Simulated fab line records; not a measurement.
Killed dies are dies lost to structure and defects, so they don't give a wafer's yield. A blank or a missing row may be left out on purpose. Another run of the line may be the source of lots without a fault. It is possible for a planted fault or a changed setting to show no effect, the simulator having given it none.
Matching of chambers -- flow n5-finfet -- N5_BEOL_M4_DEP_57 on pecvd-03 has 3 sister chambers
The step deposits SiCN from 3MS/NH3, target thk 8 nm, time 14 s. 3 wafers are shown with their chamber, then 7 later ones without.

== WAFERS WITH THEIR CHAMBER ==
wafer,chamber,showerhead-plenum-p-Torr (Torr)
L397.4,1,3.667
L398.2,0,3.664
L398.3,2,3.647

== WAFERS MISSING THEIR CHAMBER ==
wafer,showerhead-plenum-p-Torr (Torr)
L398.5,3.652
L401.3,3.640
L401.4,3.655
L401.6,3.667
L403.1,3.674
L403.2,3.659
L403.4,3.670

== THE CHAMBER EACH PASSED THROUGH ==
wafer,from the rows above,in truth
L398.5,can't be placed: 2 or 0 or 1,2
L401.3,2,2
L401.4,can't be placed: 2 or 0 or 1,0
L401.6,can't be placed: 1 or 0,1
L403.1,can't be placed: 1 or 0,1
L403.2,can't be placed: 0 or 1 or 2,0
L403.4,can't be placed: 1 or 0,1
Placed correctly: 1 of 7. From these rows, 6 cannot be placed; in 6 the true chamber is one of the candidates. 0 placed wrongly.
How it was worked out, from the rows above alone: a wafer's distance from a chamber is the root of the sum, over the readings, of the square of ((its reading less the chamber's mean) divided by the reading's scatter). The wafer belongs to the nearest chamber; if the next one is less than 2 further off, it can't be placed. The mean given for a chamber averages the wafers shown for that chamber. The scatter: with one shown wafer a chamber, the root of the mean of the squares of how far each hidden wafer lies from its nearest shown one.
